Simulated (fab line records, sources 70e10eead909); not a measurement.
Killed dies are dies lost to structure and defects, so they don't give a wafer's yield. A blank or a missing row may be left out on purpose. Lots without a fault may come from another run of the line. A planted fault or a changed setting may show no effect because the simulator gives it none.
Chamber matching | flow nand_harc | NHARC_A_SLIT_DEP_25 on pecvd-02: 3 sister chambers
The step deposits SiO2, target thk 200 nm. 3 wafers are shown with their chamber, then 7 later ones without.

WAFERS WITH THEIR CHAMBER
wafer  | chamber | throttle_valve_pct (%)
L084.4 | 1       | 17.0
L093.1 | 0       | 15.0
L093.3 | 2       | 16.4

WAFERS WITHOUT THEIR CHAMBER
wafer  | throttle_valve_pct (%)
L093.4 | 14.8
L095.3 | 14.7
L095.4 | 16.3
L095.5 | 14.7
L097.1 | 16.2
L097.2 | 16.1
L097.3 | 14.7

WHICH CHAMBER EACH WENT THROUGH
wafer  | from the rows above | in truth
L093.4 | 0                   | 0
L095.3 | 0                   | 0
L095.4 | 2                   | 2
L095.5 | 0                   | 0
L097.1 | 2                   | 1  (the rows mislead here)
L097.2 | 2                   | 2
L097.3 | 0                   | 0
Placed correctly: 6 of 7. Can't be placed from these rows: 0. Placed wrongly: 1.
How it was worked out, from the rows above alone: a wafer's distance from a chamber is the root of the sum, over the readings, of the square of ((its reading less the chamber's mean) divided by the reading's scatter). The wafer belongs to the nearest chamber; if the next one is less than 2 further off, it can't be placed. A chamber's mean is the mean of its shown wafers. The scatter: with one shown wafer a chamber, the root of the mean of the squares of how far each hidden wafer lies from its nearest shown one.
